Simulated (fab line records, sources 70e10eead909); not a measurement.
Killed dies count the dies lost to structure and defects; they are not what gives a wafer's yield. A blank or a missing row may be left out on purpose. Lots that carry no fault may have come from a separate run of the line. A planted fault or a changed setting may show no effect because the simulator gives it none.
Code-filled problem report in 8D (eight disciplines) form | flow nand harc | the parts of the form that need people (team, actions taken, sign-off) are left out

== 1. THE ISSUE ==
At NHARC_END_SORT_01, killed at array averages 669 over 2 wafers from 2 lots, while fault-free wafers read 25, standard deviation 9.2. That is +70 standard deviations from the usual mean.
First seen on wafer L689.5, day 22 06:41, on prober-02. At this step, 15 wafers from 5 lots have a number in the record. By rule, "out" or "out of limits" means more than 4 standard deviations away from the usual mean. The other wafers with a number count as sound.

== 2. WHAT THIS IS AND IS NOT ==
question                    | is                           | is not
which readings at this step | killed at array, killed dies | killed at other, killed at periphery, killed open, killed short
which lots                  | L688, L689                   | L677, L680, L693
which wafers of those lots  | L688.5, L689.5               | L688.3, L688.4, L689.2, L689.4
read on which gauges        | prober-01, prober-02         | -
when                        | from day 22 06:41            | up to then (8 sound wafers); but 5 sound wafers of L688, L693 came after

== 3. SUSPECTS, AND WHAT RULES EACH OUT ==
Counting: if a tool at a process step up to the reading ran every lot that is out, it stays a suspect. Sound lots after the first of them don't rule it out here, since some wafers of a struck lot are sound.
- the gauge at NHARC_END_SORT_01 is ruled out. The wafers that are out were read on 2 gauges (prober-01, prober-02).
- cvd w-02 at NHARC_A_CONTACT_CVD_19 (deposits W, target thk 300 nm, time 802 s): kept. It ran every lot that is out, first L689 (day 20 04:51); its last sound lot up to then is L680 (day 18 20:17). Because NHARC_A_CONTACT_CVD_19 lacks a start for some lots, the hours and order of its lots are taken from NHARC_A_BLC_CD_MEAS_10.
- ald metal-02 at NHARC_A_BLC_ALD_23 (deposits TiN, target thk 3 nm, pulse time 1 s, ald cycles 150): kept. It ran every lot that is out, first L689 (day 20 07:01); its last sound lot up to then is L680 (day 18 22:24).
- At NHARC_A_BLC_ALD_23, inside ald metal-02: chamber 1 took the wafers that are out, while their sound lot-mates went through chambers 0, 2.
What counting leaves: cvd w-02 at NHARC_A_CONTACT_CVD_19 and ald metal-02 at NHARC_A_BLC_ALD_23.

== 4. THE CAUSE (what the simulator had put in) ==
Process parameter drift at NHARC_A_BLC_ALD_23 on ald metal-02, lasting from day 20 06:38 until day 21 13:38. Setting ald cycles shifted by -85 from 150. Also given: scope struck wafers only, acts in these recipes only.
This tool is one of the 2 suspects left after counting.

== 5. THE EFFECT CHAIN, in route order ==
Each row: a reading where the mean over the struck wafers with a number is more than 3 standard deviations away from the usual. Scope: only readings with a usual standard deviation given in the record; hours: median across lots of the time from each lot's start at the first step in this table that gives one to its start at this step; sigmas: change in usual standard deviations.
hours | step              | reading         | usual | on struck wafers | change | sigmas
0     | NHARC_END_SORT_01 | killed at array | 25    | 669              | +644   | +70
0     | NHARC_END_SORT_01 | killed dies     | 30    | 677              | +647   | +67

== 6. WHAT WOULD HAVE CAUGHT IT SOONER ==
The first out-of-limits reading at a measuring or inspecting step in this record came at day 22 06:41, 48 hours after the fault's start at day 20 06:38.
Tool readings at NHARC_A_BLC_ALD_23 with a usual standard deviation given in the record: none out on any struck wafer, hence no alarm at a limit of 4 standard deviations on them.
Lots out: 2; all had begun NHARC_A_BLC_ALD_23 on ald metal-02 by day 22 06:41. Holding the tool at that point would not have protected any of them.
